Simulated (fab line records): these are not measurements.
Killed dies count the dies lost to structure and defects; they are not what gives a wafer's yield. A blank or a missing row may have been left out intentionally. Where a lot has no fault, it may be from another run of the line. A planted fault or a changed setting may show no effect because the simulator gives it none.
Struck lot and sound lot, side by side	flow nand harc	14 out of 1302 route steps
Sound: the wafers L909.2, L909.3, L909.4. Struck: wafers L906.3, L906.5, L906.6. The cause comes at the end.
For every step that has rows: the tool of each side, followed by ch and its chambers, followed by its first start. Under that, the readings that differ: sound wafers	struck wafers	difference of the means	sigmas: that difference in standard deviations of wafers without a fault.
alike: a reading whose means differ by less than 2 such deviations, as well as words and numbers matching on both sides. not compared: withheld readings; readings where some wafer has no value; bounds like >300 that might hide an equal value; numbers whose values overlap and for which the record gives no deviation.
Wherever a step has rows on one side only, a row that says differs or no value, or a row with sigmas, the two part there. Numbers that don't overlap but have no deviation are shown without sigmas and don't part them. A reading that every wafer of one side lacks parts them only if that side has two wafers or more.

first, 6 steps without rows for these wafers: NHARC_A_CHANNEL_HOLE_D1_COAT_04 (resist thk 90 nm); NHARC_A_CHANNEL_HOLE_D1_SOFTBAKE_05 (time 55 s); NHARC_A_CHANNEL_HOLE_D1_EBR_06; NHARC_A_CHANNEL_HOLE_D1_EXPOSE_07 (exposes mask HOLE D1, target cd 100 nm); NHARC_A_CHANNEL_HOLE_D1_PEB_08 (peb time 65 s); NHARC_A_CHANNEL_HOLE_D1_DEVELOP_09 (develop time 35 s).
NHARC_A_CHANNEL_HOLE_D1_CD_MEAS_10: the cd target is 100 nm.
  sound on cd sem-02 ch 0, day 16 02:28; struck on cd sem-01 ch 0, day 14 13:47
  alike: cd nm
NHARC_A_CHANNEL_HOLE_D1_OVL_MEAS_11:
  sound on overlay-02 at day 16 02:32; struck on overlay-01 at day 14 13:52
  alike: overlay x nm, overlay y nm
NHARC_A_CHANNEL_HOLE_D1_INSPECT_12:
  sound on defect inspect-01 at day 16 02:35; struck on defect inspect-02 at day 14 13:55
  alike: raw defect count
NHARC_A_CHANNEL_HOLE_D1_DESCUM_15: chemistry O2, time 3 s.
  sound on rie diel-07 ch 0,1,2, day 16 02:38; struck on rie diel-06 ch 1,2, day 14 13:58
reading	sound	struck	difference	sigmas
drypump motor current A (A)	5.1 5.8 5.2	6.4 6.4 6.4	+1.0	+2
  alike: o2 flow sccm, oes product au, rf vpp V, showerhead plenum p Torr, throttle valve pct
  not compared: rf hours counter h
NHARC_A_CHANNEL_HOLE_D1_ETCH_38: etches the open film in CF4, target depth 39 nm, time 65 s.
  sound on rie diel-07 ch 0,1,3, day 16 02:44; struck on rie diel-06 ch 0,1, day 14 14:04
  alike: bias w, cf4 flow sccm, drypump motor current A, oes product au, rf vpp V, showerhead plenum p Torr, throttle valve pct
  not compared: rf hours counter h
NHARC_A_CHANNEL_HOLE_D1_ETCH_39: etches the open film in N2/H2, target depth 260 nm, time 325 s.
  sound on rie diel-07 ch 0,1,3; struck on rie diel-06 ch 1,2,3
reading	sound	struck	difference	sigmas
drypump motor current A (A)	5.3 5.9 5.5	6.5 6.5 6.4	+0.9	+2
  alike: bias w, chamber pressure mTorr, oes product au, rf vpp V, showerhead plenum p Torr, throttle valve pct
  not compared: rf hours counter h
NHARC_A_CHANNEL_HOLE_D1_ETCH_34: etches the open film in CF4/CHF3, target depth 154 nm, time 77 s.
  sound on rie diel-07 ch 0,1,2, day 16 03:04; struck on rie diel-06 ch 0,3, day 14 14:24
  no value came back on the struck wafers for any of 9 readings (bias w (W), cf4 flow sccm (sccm) and others); on the sound wafers bias w (W) reads 199.5 200.0 200.0
NHARC_A_CHANNEL_HOLE_D1_ETCH_16: etches the open film in O2/COS, target depth 3100 nm, time 806 s.
  sound on rie diel-07 ch 0,1,2; struck on rie diel-06 ch 0,3
  alike: bias w, chamber pressure mTorr, cos flow sccm, drypump motor current A, o2 flow sccm, oes product au, rf vpp V, showerhead plenum p Torr, throttle valve pct
  not compared: rf hours counter h

WHERE THEY PART
At NHARC_A_CHANNEL_HOLE_D1_DESCUM_15 first; at NHARC_A_CHANNEL_HOLE_D1_ETCH_34 last (within this record only). Later steps at which nothing parts them and some readings are alike: NHARC_A_CHANNEL_HOLE_D1_ETCH_16.

WHY: what had been put in by the simulator
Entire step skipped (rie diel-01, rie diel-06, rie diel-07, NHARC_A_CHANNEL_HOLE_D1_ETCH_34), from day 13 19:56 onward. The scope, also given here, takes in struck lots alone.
